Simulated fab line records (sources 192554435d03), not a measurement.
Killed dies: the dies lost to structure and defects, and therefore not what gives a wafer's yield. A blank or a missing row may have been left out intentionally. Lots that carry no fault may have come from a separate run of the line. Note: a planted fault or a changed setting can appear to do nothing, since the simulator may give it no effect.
fab line records / flow n5_finfet / part 2 of 2: steps 23 to 30 of 30
record lots=5 wafers=15 last_day=17
route steps=1938 shown BEOL_M6@1237 BEOL_M7@1263
lots that met no fault: taken from a fault-free run of the same line
start_h: the number of hours between the record's first day and the start of the first shown wafer of the lot / wait_h: hours since the lot's step before / " same as the row above / L1.1+2: several wafers, shown together as one row / - no value, or no start was given / * or withheld: withheld / < > ~ a bound
route shown NAME@n: names a module that has steps shown in the file, with the first one's number in the route / usual: the fault-free wafers' mean and standard deviation / same: alike in all rows / chamber/n: place in a boat / sites: the reading at each site / _std_site: the values' standard deviation / _edge_site: outer sites' mean less inner sites' / radius_mm: for every site, how far away it sits from the centre of the wafer / mask NAME#n: copy n / behind: the last tool/chamber to shape the wafer / hold: reason for holding the lot/hours on hold/outcome of the hold / device: the transistor (n, p or np) that didn't switch / end of line: the same wafers' tests at the end of the route / a step given without rows: its recipe and nothing more / killed: the dies lost at the first sort to structure and to defects; this is not the yield of the wafer / map: the dies of a wafer, with x for killed, . for not killed, _ for no die there
set.NAME: the setting that was run; set.NAME@STEP: the one run at that earlier step / model.NAME: the simulator's own value behind a step, which no gauge read
a table for each step, a row for each wafer; lots at some steps of the route
services: the hour from which a tool's chamber was out of use, counted from the record's first day as start_h (under 0 if before that day), plus the number of hours and why
## steps
# step N5_BEOL_M6_PRE_CLEAN_55
# recipe gas=NH3 time_s=15 temp_c=withheld rf_power_w=300
# usual rf_fwd_power_W=294.7/1.3
lot.wafer=L078.1 tool=pecvd-04 chamber=2 start_h=224.19 wait_h=0.0 rf_fwd_power_W=294.0 since_wet_clean_h=537
lot.wafer=L078.5 tool=pecvd-04 chamber=1 start_h=224.19 wait_h=0.0 rf_fwd_power_W=294.3 since_wet_clean_h=-
lot.wafer=L078.6 tool=pecvd-04 chamber=0 start_h=224.19 wait_h=0.0 rf_fwd_power_W=296.5 since_wet_clean_h=-
lot.wafer=L081.1 tool=pecvd-04 chamber=0 start_h=233.50 wait_h=0.0 rf_fwd_power_W=296.2 since_wet_clean_h=1300
lot.wafer=L081.3 tool=pecvd-04 chamber=2 start_h=233.50 wait_h=0.0 rf_fwd_power_W=293.4 since_wet_clean_h=546
lot.wafer=L081.4 tool=pecvd-04 chamber=1 start_h=233.50 wait_h=0.0 rf_fwd_power_W=295.8 since_wet_clean_h=-
lot.wafer=L084.2 tool=pecvd-03 chamber=2 start_h=257.30 wait_h=0.0 rf_fwd_power_W=293.4 since_wet_clean_h=26
lot.wafer=L084.5 tool=pecvd-03 chamber=1 start_h=257.30 wait_h=0.0 rf_fwd_power_W=294.1 since_wet_clean_h=-
lot.wafer=L084.6 tool=pecvd-03 chamber=2 start_h=257.30 wait_h=0.0 rf_fwd_power_W=294.1 since_wet_clean_h=-
lot.wafer=L090.1 tool=pecvd-03 chamber=2 start_h=286.68 wait_h=0.0 rf_fwd_power_W=294.1 since_wet_clean_h=55
lot.wafer=L090.2 tool=pecvd-03 chamber=0 start_h=286.68 wait_h=0.0 rf_fwd_power_W=296.2 since_wet_clean_h=809
lot.wafer=L090.5 tool=pecvd-03 chamber=0 start_h=286.68 wait_h=0.0 rf_fwd_power_W=296.1 since_wet_clean_h=-
lot.wafer=L094.2 tool=pecvd-03 chamber=2 start_h=320.66 wait_h=0.0 rf_fwd_power_W=294.2 since_wet_clean_h=89
lot.wafer=L094.4 tool=pecvd-03 chamber=2 start_h=320.66 wait_h=0.0 rf_fwd_power_W=294.6 since_wet_clean_h=-
lot.wafer=L094.6 tool=pecvd-03 chamber=0 start_h=320.66 wait_h=0.0 rf_fwd_power_W=295.8 since_wet_clean_h=-
# step N5_BEOL_M6_DEP_56
# recipe material=SiCN target_thk_a=100 temp_c=withheld precursor=3MS/NH3 pressure_torr=3 rf_w=202 time_s=17.5
# usual rf_fwd_power_W=199.4/0.82 showerhead_plenum_p_Torr=3.669/0.0096 throttle_valve_pct=9.0/0.55
lot.wafer=L078.1 tool=pecvd-04 chamber=2 start_h=224.21 wait_h=0.0 rf_fwd_power_W=199.7 showerhead_plenum_p_Torr=3.667 since_wet_clean_h=537 throttle_valve_pct=8.6
lot.wafer=L078.5 tool=pecvd-04 chamber=1 start_h=224.21 wait_h=0.0 rf_fwd_power_W=199.5 showerhead_plenum_p_Torr=3.661 since_wet_clean_h=- throttle_valve_pct=8.7
lot.wafer=L078.6 tool=pecvd-04 chamber=0 start_h=224.21 wait_h=0.0 rf_fwd_power_W=200.5 showerhead_plenum_p_Torr=3.662 since_wet_clean_h=- throttle_valve_pct=9.9
lot.wafer=L081.1 tool=pecvd-04 chamber=0 start_h=233.53 wait_h=0.0 rf_fwd_power_W=200.4 showerhead_plenum_p_Torr=3.658 since_wet_clean_h=1300 throttle_valve_pct=9.7
lot.wafer=L081.3 tool=pecvd-04 chamber=2 start_h=233.53 wait_h=0.0 rf_fwd_power_W=200.0 showerhead_plenum_p_Torr=3.670 since_wet_clean_h=546 throttle_valve_pct=8.7
lot.wafer=L081.4 tool=pecvd-04 chamber=1 start_h=233.53 wait_h=0.0 rf_fwd_power_W=198.9 showerhead_plenum_p_Torr=3.659 since_wet_clean_h=- throttle_valve_pct=8.6
lot.wafer=L084.2 tool=pecvd-03 chamber=2 start_h=257.33 wait_h=0.0 rf_fwd_power_W=198.4 showerhead_plenum_p_Torr=3.683 since_wet_clean_h=26 throttle_valve_pct=8.1
lot.wafer=L084.5 tool=pecvd-03 chamber=1 start_h=257.33 wait_h=0.0 rf_fwd_power_W=198.4 showerhead_plenum_p_Torr=3.676 since_wet_clean_h=- throttle_valve_pct=9.1
lot.wafer=L084.6 tool=pecvd-03 chamber=2 start_h=257.33 wait_h=0.0 rf_fwd_power_W=198.7 showerhead_plenum_p_Torr=3.679 since_wet_clean_h=- throttle_valve_pct=8.3
lot.wafer=L090.1 tool=pecvd-03 chamber=2 start_h=286.71 wait_h=0.0 rf_fwd_power_W=198.8 showerhead_plenum_p_Torr=3.673 since_wet_clean_h=55 throttle_valve_pct=8.2
lot.wafer=L090.2 tool=pecvd-03 chamber=0 start_h=286.71 wait_h=0.0 rf_fwd_power_W=198.9 showerhead_plenum_p_Torr=3.672 since_wet_clean_h=809 throttle_valve_pct=9.4
lot.wafer=L090.5 tool=pecvd-03 chamber=0 start_h=286.71 wait_h=0.0 rf_fwd_power_W=199.4 showerhead_plenum_p_Torr=3.674 since_wet_clean_h=- throttle_valve_pct=9.5
lot.wafer=L094.2 tool=pecvd-03 chamber=2 start_h=320.69 wait_h=0.0 rf_fwd_power_W=200.0 showerhead_plenum_p_Torr=3.680 since_wet_clean_h=89 throttle_valve_pct=8.1
lot.wafer=L094.4 tool=pecvd-03 chamber=2 start_h=320.69 wait_h=0.0 rf_fwd_power_W=199.8 showerhead_plenum_p_Torr=3.685 since_wet_clean_h=- throttle_valve_pct=8.2
lot.wafer=L094.6 tool=pecvd-03 chamber=0 start_h=320.69 wait_h=0.0 rf_fwd_power_W=199.6 showerhead_plenum_p_Torr=3.671 since_wet_clean_h=- throttle_valve_pct=9.6
# step N5_BEOL_M6_RS_MEAS_57
# recipe thk_meas_gauge=four-point-probe reads=Cu_of_BEOL_M6_ECD_50+Co_of_BEOL_M6_CVD_78+TaN_of_BEOL_M6_ALD_77
# usual M6_RS=0.285/0.0066
lot.wafer=L078.1 tool=film_metro-02 chamber=- start_h=224.28 wait_h=0.1 M6_RS[ohm/sq]=0.291
lot.wafer=L078.5 tool=film_metro-02 chamber=- start_h=224.28 wait_h=0.1 M6_RS[ohm/sq]=0.295
lot.wafer=L078.6 tool=film_metro-02 chamber=- start_h=224.28 wait_h=0.1 M6_RS[ohm/sq]=0.278
lot.wafer=L081.1 tool=film_metro-01 chamber=- start_h=233.59 wait_h=0.1 M6_RS[ohm/sq]=0.304
lot.wafer=L081.3 tool=film_metro-01 chamber=- start_h=233.59 wait_h=0.1 M6_RS[ohm/sq]=0.297
lot.wafer=L081.4 tool=film_metro-01 chamber=- start_h=233.59 wait_h=0.1 M6_RS[ohm/sq]=0.284
lot.wafer=L084.2 tool=film_metro-01 chamber=- start_h=257.40 wait_h=0.1 M6_RS[ohm/sq]=0.279
lot.wafer=L084.5 tool=film_metro-01 chamber=- start_h=257.40 wait_h=0.1 M6_RS[ohm/sq]=0.278
lot.wafer=L084.6 tool=film_metro-01 chamber=- start_h=257.40 wait_h=0.1 M6_RS[ohm/sq]=0.288
lot.wafer=L090.1 tool=film_metro-01 chamber=- start_h=286.78 wait_h=0.1 M6_RS[ohm/sq]=0.286
lot.wafer=L090.2 tool=film_metro-01 chamber=- start_h=286.78 wait_h=0.1 M6_RS[ohm/sq]=0.284
lot.wafer=L090.5 tool=film_metro-01 chamber=- start_h=286.78 wait_h=0.1 M6_RS[ohm/sq]=0.282
lot.wafer=L094.2 tool=film_metro-02 chamber=- start_h=320.76 wait_h=0.1 M6_RS[ohm/sq]=0.288
lot.wafer=L094.4 tool=film_metro-02 chamber=- start_h=320.76 wait_h=0.1 M6_RS[ohm/sq]=0.283
lot.wafer=L094.6 tool=film_metro-02 chamber=- start_h=320.76 wait_h=0.1 M6_RS[ohm/sq]=0.293
# step N5_BEOL_M6_INSPECT_58
# recipe inspect_instrument=darkfield mode=post_dep
# usual raw_defect_count=74/26
lot.wafer=L078.1 tool=defect_inspect-02 chamber=- start_h=224.31 wait_h=0.0 raw_defect_count=75
lot.wafer=L078.5 tool=defect_inspect-02 chamber=- start_h=224.31 wait_h=0.0 raw_defect_count=48
lot.wafer=L078.6 tool=defect_inspect-02 chamber=- start_h=224.31 wait_h=0.0 raw_defect_count=64
lot.wafer=L081.1 tool=defect_inspect-01 chamber=- start_h=233.62 wait_h=0.0 raw_defect_count=65
lot.wafer=L081.3 tool=defect_inspect-01 chamber=- start_h=233.62 wait_h=0.0 raw_defect_count=84
lot.wafer=L081.4 tool=defect_inspect-01 chamber=- start_h=233.62 wait_h=0.0 raw_defect_count=112
lot.wafer=L084.2 tool=defect_inspect-01 chamber=- start_h=257.42 wait_h=0.0 raw_defect_count=82
lot.wafer=L084.5 tool=defect_inspect-01 chamber=- start_h=257.42 wait_h=0.0 raw_defect_count=76
lot.wafer=L084.6 tool=defect_inspect-01 chamber=- start_h=257.42 wait_h=0.0 raw_defect_count=80
lot.wafer=L090.1 tool=defect_inspect-01 chamber=- start_h=286.80 wait_h=0.0 raw_defect_count=53
lot.wafer=L090.2 tool=defect_inspect-01 chamber=- start_h=286.80 wait_h=0.0 raw_defect_count=38
lot.wafer=L090.5 tool=defect_inspect-01 chamber=- start_h=286.80 wait_h=0.0 raw_defect_count=80
lot.wafer=L094.2 tool=defect_inspect-02 chamber=- start_h=320.78 wait_h=0.0 raw_defect_count=105
lot.wafer=L094.4 tool=defect_inspect-02 chamber=- start_h=320.78 wait_h=0.0 raw_defect_count=111
lot.wafer=L094.6 tool=defect_inspect-02 chamber=- start_h=320.78 wait_h=0.0 raw_defect_count=70
# step N5_BEOL_M7_ILD_DEP_00
# recipe material=SiCOH_lowk target_thk_a=1797.5 temp_c=300 precursor=DEMS/porogen pressure_torr=5 rf_w=500 time_s=33.4
# usual heater_power_w=318/43 rf_fwd_power_W=494.8/2 showerhead_plenum_p_Torr=5.737/0.017 throttle_valve_pct=13.7/0.82
lot.wafer=L078.1 tool=pecvd-01 chamber=0 start_h=224.34 wait_h=0.0 heater_power_w=327 rf_fwd_power_W=498.5 showerhead_plenum_p_Torr=5.711 since_wet_clean_h=1109 throttle_valve_pct=14.0
lot.wafer=L078.5 tool=pecvd-01 chamber=1 start_h=224.34 wait_h=0.0 heater_power_w=292 rf_fwd_power_W=498.5 showerhead_plenum_p_Torr=5.701 since_wet_clean_h=- throttle_valve_pct=13.7
lot.wafer=L078.6 tool=pecvd-01 chamber=0 start_h=224.34 wait_h=0.0 heater_power_w=335 rf_fwd_power_W=496.7 showerhead_plenum_p_Torr=5.699 since_wet_clean_h=- throttle_valve_pct=13.9
lot.wafer=L081.1 tool=pecvd-01 chamber=1 start_h=233.66 wait_h=0.0 heater_power_w=288 rf_fwd_power_W=495.7 showerhead_plenum_p_Torr=5.710 since_wet_clean_h=1844 throttle_valve_pct=13.7
lot.wafer=L081.3 tool=pecvd-01 chamber=0 start_h=233.66 wait_h=0.0 heater_power_w=296 rf_fwd_power_W=495.6 showerhead_plenum_p_Torr=5.724 since_wet_clean_h=1119 throttle_valve_pct=13.8
lot.wafer=L081.4 tool=pecvd-01 chamber=0 start_h=233.66 wait_h=0.0 heater_power_w=307 rf_fwd_power_W=494.8 showerhead_plenum_p_Torr=5.705 since_wet_clean_h=- throttle_valve_pct=14.0
lot.wafer=L084.2 tool=pecvd-02 chamber=0 start_h=257.46 wait_h=0.0 heater_power_w=343 rf_fwd_power_W=495.4 showerhead_plenum_p_Torr=5.753 since_wet_clean_h=961 throttle_valve_pct=14.7
lot.wafer=L084.5 tool=pecvd-02 chamber=1 start_h=257.46 wait_h=0.0 heater_power_w=322 rf_fwd_power_W=492.3 showerhead_plenum_p_Torr=5.763 since_wet_clean_h=- throttle_valve_pct=14.3
lot.wafer=L084.6 tool=pecvd-02 chamber=2 start_h=257.46 wait_h=0.0 heater_power_w=276 rf_fwd_power_W=493.4 showerhead_plenum_p_Torr=5.737 since_wet_clean_h=- throttle_valve_pct=12.4
lot.wafer=L090.1 tool=pecvd-02 chamber=1 start_h=286.84 wait_h=0.0 heater_power_w=385 rf_fwd_power_W=497.2 showerhead_plenum_p_Torr=5.754 since_wet_clean_h=1716 throttle_valve_pct=14.2
lot.wafer=L090.2 tool=pecvd-02 chamber=0 start_h=286.84 wait_h=0.0 heater_power_w=361 rf_fwd_power_W=495.7 showerhead_plenum_p_Torr=5.748 since_wet_clean_h=991 throttle_valve_pct=14.4
lot.wafer=L090.5 tool=pecvd-02 chamber=2 start_h=286.84 wait_h=0.0 heater_power_w=281 rf_fwd_power_W=493.0 showerhead_plenum_p_Torr=5.727 since_wet_clean_h=- throttle_valve_pct=12.3
lot.wafer=L094.2 tool=pecvd-02 chamber=2 start_h=320.82 wait_h=0.0 heater_power_w=260 rf_fwd_power_W=492.7 showerhead_plenum_p_Torr=5.718 since_wet_clean_h=271 throttle_valve_pct=12.2
lot.wafer=L094.4 tool=pecvd-02 chamber=0 start_h=320.82 wait_h=0.0 heater_power_w=325 rf_fwd_power_W=493.6 showerhead_plenum_p_Torr=5.758 since_wet_clean_h=- throttle_valve_pct=14.0
lot.wafer=L094.6 tool=pecvd-02 chamber=2 start_h=320.82 wait_h=0.0 heater_power_w=255 rf_fwd_power_W=492.0 showerhead_plenum_p_Torr=5.726 since_wet_clean_h=- throttle_valve_pct=12.1
# step N5_BEOL_M7_CURE_74
# recipe temp_c=385 time_s=240 ambient=He/Ar material=SiCOH_lowk
# usual lamp_power_pct=52.32/0.052 wafer_temp_C_max=387.0/0.77
lot.wafer=L078.1 tool=uv_cure-03 chamber=1 start_h=224.41 wait_h=0.0 lamp_power_pct=52.26 wafer_temp_C_max=386.1
lot.wafer=L078.5 tool=uv_cure-03 chamber=1 start_h=224.41 wait_h=0.0 lamp_power_pct=52.29 wafer_temp_C_max=386.1
lot.wafer=L078.6 tool=uv_cure-03 chamber=1 start_h=224.41 wait_h=0.0 lamp_power_pct=52.36 wafer_temp_C_max=386.8
lot.wafer=L081.1 tool=uv_cure-01 chamber=0 start_h=233.72 wait_h=0.0 lamp_power_pct=52.34 wafer_temp_C_max=386.7
lot.wafer=L081.3 tool=uv_cure-01 chamber=0 start_h=233.72 wait_h=0.0 lamp_power_pct=52.24 wafer_temp_C_max=386.6
lot.wafer=L081.4 tool=uv_cure-01 chamber=0 start_h=233.72 wait_h=0.0 lamp_power_pct=52.37 wafer_temp_C_max=386.7
lot.wafer=L084.2 tool=uv_cure-02 chamber=0 start_h=257.62 wait_h=0.1 lamp_power_pct=52.34 wafer_temp_C_max=386.0
lot.wafer=L084.5 tool=uv_cure-02 chamber=0 start_h=257.62 wait_h=0.1 lamp_power_pct=52.48 wafer_temp_C_max=385.8
lot.wafer=L084.6 tool=uv_cure-02 chamber=0 start_h=257.62 wait_h=0.1 lamp_power_pct=52.31 wafer_temp_C_max=386.2
lot.wafer=L090.1 tool=uv_cure-01 chamber=2 start_h=286.90 wait_h=0.0 lamp_power_pct=52.37 wafer_temp_C_max=386.9
lot.wafer=L090.2 tool=uv_cure-01 chamber=2 start_h=286.90 wait_h=0.0 lamp_power_pct=52.39 wafer_temp_C_max=386.9
lot.wafer=L090.5 tool=uv_cure-01 chamber=2 start_h=286.90 wait_h=0.0 lamp_power_pct=52.20 wafer_temp_C_max=387.5
lot.wafer=L094.2 tool=uv_cure-02 chamber=2 start_h=320.96 wait_h=0.1 lamp_power_pct=52.28 wafer_temp_C_max=387.3
lot.wafer=L094.4 tool=uv_cure-02 chamber=2 start_h=320.96 wait_h=0.1 lamp_power_pct=52.28 wafer_temp_C_max=387.5
lot.wafer=L094.6 tool=uv_cure-02 chamber=2 start_h=320.96 wait_h=0.1 lamp_power_pct=52.33 wafer_temp_C_max=387.2
# step N5_BEOL_M7_THK_MEAS_01
# recipe reads=SiCOH_lowk_of_BEOL_M7_ILD_DEP_00
# usual M7_ILD_THK=154.9/2.2
lot.wafer=L078.1 tool=film_metro-02 chamber=- start_h=224.92 wait_h=0.4 M7_ILD_THK[nm]=152.3
lot.wafer=L078.5 tool=film_metro-02 chamber=- start_h=224.92 wait_h=0.4 M7_ILD_THK[nm]=153.9
lot.wafer=L078.6 tool=film_metro-02 chamber=- start_h=224.92 wait_h=0.4 M7_ILD_THK[nm]=152.1
lot.wafer=L081.1 tool=film_metro-02 chamber=- start_h=234.23 wait_h=0.4 M7_ILD_THK[nm]=152.1
lot.wafer=L081.3 tool=film_metro-02 chamber=- start_h=234.23 wait_h=0.4 M7_ILD_THK[nm]=153.0
lot.wafer=L081.4 tool=film_metro-02 chamber=- start_h=234.23 wait_h=0.4 M7_ILD_THK[nm]=157.8
lot.wafer=L084.2 tool=film_metro-01 chamber=- start_h=258.05 wait_h=0.4 M7_ILD_THK[nm]=153.0
lot.wafer=L084.5 tool=film_metro-01 chamber=- start_h=258.05 wait_h=0.4 M7_ILD_THK[nm]=155.2
lot.wafer=L084.6 tool=film_metro-01 chamber=- start_h=258.05 wait_h=0.4 M7_ILD_THK[nm]=155.6
lot.wafer=L090.1 tool=film_metro-02 chamber=- start_h=287.42 wait_h=0.4 M7_ILD_THK[nm]=154.1
lot.wafer=L090.2 tool=film_metro-02 chamber=- start_h=287.42 wait_h=0.4 M7_ILD_THK[nm]=154.4
lot.wafer=L090.5 tool=film_metro-02 chamber=- start_h=287.42 wait_h=0.4 M7_ILD_THK[nm]=160.0
lot.wafer=L094.2 tool=film_metro-01 chamber=- start_h=321.40 wait_h=0.4 M7_ILD_THK[nm]=153.4
lot.wafer=L094.4 tool=film_metro-01 chamber=- start_h=321.40 wait_h=0.4 M7_ILD_THK[nm]=155.7
lot.wafer=L094.6 tool=film_metro-01 chamber=- start_h=321.40 wait_h=0.4 M7_ILD_THK[nm]=154.3
# step N5_BEOL_M7_PECVD_70
# recipe material=SiO2 target_thk_a=200 temp_c=400 precursor=TEOS/O2 pressure_torr=5.5 rf_w=450 teos_flow_sccm=53.8 gas=O2 flow_sccm=3000 time_s=22.7
# usual heater_power_w=729/82 rf_fwd_power_W=444.9/2 showerhead_plenum_p_Torr=8.76/0.061 throttle_valve_pct=22.2/1.2
lot.wafer=L078.1 tool=pecvd-01 chamber=0 start_h=224.96 wait_h=0.0 heater_power_w=792 rf_fwd_power_W=447.8 showerhead_plenum_p_Torr=8.64 since_wet_clean_h=1110 throttle_valve_pct=22.6
lot.wafer=L078.5 tool=pecvd-01 chamber=2 start_h=224.96 wait_h=0.0 heater_power_w=675 rf_fwd_power_W=443.4 showerhead_plenum_p_Torr=8.75 since_wet_clean_h=- throttle_valve_pct=21.5
lot.wafer=L078.6 tool=pecvd-01 chamber=0 start_h=224.96 wait_h=0.0 heater_power_w=767 rf_fwd_power_W=446.8 showerhead_plenum_p_Torr=8.62 since_wet_clean_h=- throttle_valve_pct=22.4
lot.wafer=L081.1 tool=pecvd-01 chamber=1 start_h=234.27 wait_h=0.0 heater_power_w=655 rf_fwd_power_W=445.8 showerhead_plenum_p_Torr=8.72 since_wet_clean_h=1844 throttle_valve_pct=22.1
lot.wafer=L081.3 tool=pecvd-01 chamber=2 start_h=234.27 wait_h=0.0 heater_power_w=668 rf_fwd_power_W=442.5 showerhead_plenum_p_Torr=8.76 since_wet_clean_h=365 throttle_valve_pct=21.3
lot.wafer=L081.4 tool=pecvd-01 chamber=2 start_h=234.27 wait_h=0.0 heater_power_w=655 rf_fwd_power_W=443.2 showerhead_plenum_p_Torr=8.78 since_wet_clean_h=- throttle_valve_pct=21.2
lot.wafer=L084.2 tool=pecvd-02 chamber=0 start_h=258.09 wait_h=0.0 heater_power_w=771 rf_fwd_power_W=445.3 showerhead_plenum_p_Torr=8.83 since_wet_clean_h=962 throttle_valve_pct=23.4
lot.wafer=L084.5 tool=pecvd-02 chamber=2 start_h=258.09 wait_h=0.0 heater_power_w=622 rf_fwd_power_W=441.4 showerhead_plenum_p_Torr=8.76 since_wet_clean_h=- throttle_valve_pct=19.8
lot.wafer=L084.6 tool=pecvd-02 chamber=1 start_h=258.09 wait_h=0.0 heater_power_w=806 rf_fwd_power_W=445.3 showerhead_plenum_p_Torr=8.84 since_wet_clean_h=- throttle_valve_pct=23.3
lot.wafer=L090.1 tool=pecvd-04 chamber=0 start_h=287.46 wait_h=0.0 heater_power_w=712 rf_fwd_power_W=448.0 showerhead_plenum_p_Torr=8.77 since_wet_clean_h=1354 throttle_valve_pct=23.7
lot.wafer=L090.2 tool=pecvd-04 chamber=1 start_h=287.46 wait_h=0.0 heater_power_w=820 rf_fwd_power_W=443.4 showerhead_plenum_p_Torr=8.75 since_wet_clean_h=2079 throttle_valve_pct=20.9
lot.wafer=L090.5 tool=pecvd-04 chamber=0 start_h=287.46 wait_h=0.0 heater_power_w=701 rf_fwd_power_W=448.1 showerhead_plenum_p_Torr=8.75 since_wet_clean_h=- throttle_valve_pct=23.8
lot.wafer=L094.2 tool=pecvd-04 chamber=2 start_h=321.43 wait_h=0.0 heater_power_w=784 rf_fwd_power_W=446.7 showerhead_plenum_p_Torr=8.80 since_wet_clean_h=634 throttle_valve_pct=21.9
lot.wafer=L094.4 tool=pecvd-04 chamber=2 start_h=321.43 wait_h=0.0 heater_power_w=796 rf_fwd_power_W=444.5 showerhead_plenum_p_Torr=8.80 since_wet_clean_h=- throttle_valve_pct=21.7
lot.wafer=L094.6 tool=pecvd-04 chamber=0 start_h=321.43 wait_h=0.0 heater_power_w=658 rf_fwd_power_W=445.6 showerhead_plenum_p_Torr=8.75 since_wet_clean_h=- throttle_valve_pct=23.9
## services
tool=pvd_sputter-02 chamber=- start_h=200.34 hours=4.0 kind=repair
tool=wet_bench-03 chamber=- start_h=205.95 hours=6.4 kind=repair
tool=pecvd-02 chamber=- start_h=206.66 hours=0.6 kind=repair
tool=ald_metal-03 chamber=0 start_h=206.81 hours=2.8 kind=repair
tool=uv_cure-02 chamber=- start_h=209.90 hours=0.6 kind=repair
tool=cmp-04 chamber=- start_h=210.91 hours=1.6 kind=repair
tool=rie_diel-03 chamber=- start_h=212.07 hours=0.1 kind=repair
tool=rie_diel-04 chamber=2 start_h=216.41 hours=- kind=clean
tool=cmp-01 chamber=- start_h=216.91 hours=1.5 kind=repair
tool=pecvd-02 chamber=- start_h=219.26 hours=2.8 kind=pm
tool=cmp-02 chamber=- start_h=219.64 hours=0.7 kind=repair
tool=rie_diel-03 chamber=- start_h=223.88 hours=15.6 kind=pm
tool=pecvd-02 chamber=2 start_h=232.76 hours=12.9 kind=repair
tool=cmp-04 chamber=- start_h=235.93 hours=5.2 kind=pm
tool=rie_diel-04 chamber=3 start_h=238.86 hours=7.2 kind=repair
tool=cmp-01 chamber=- start_h=243.50 hours=4.0 kind=pm
tool=cmp-04 chamber=- start_h=243.75 hours=1.7 kind=repair
tool=cmp-02 chamber=- start_h=247.50 hours=5.6 kind=pm
tool=uv_cure-01 chamber=- start_h=275.03 hours=7.5 kind=pm
tool=uv_cure-02 chamber=- start_h=288.45 hours=0.4 kind=repair
tool=cmp-04 chamber=- start_h=291.40 hours=4.0 kind=pm
tool=ecd_cu-02 chamber=- start_h=293.42 hours=0.6 kind=repair
tool=uv_cure-01 chamber=- start_h=293.87 hours=3.6 kind=repair
tool=cmp-01 chamber=- start_h=295.19 hours=3.3 kind=repair
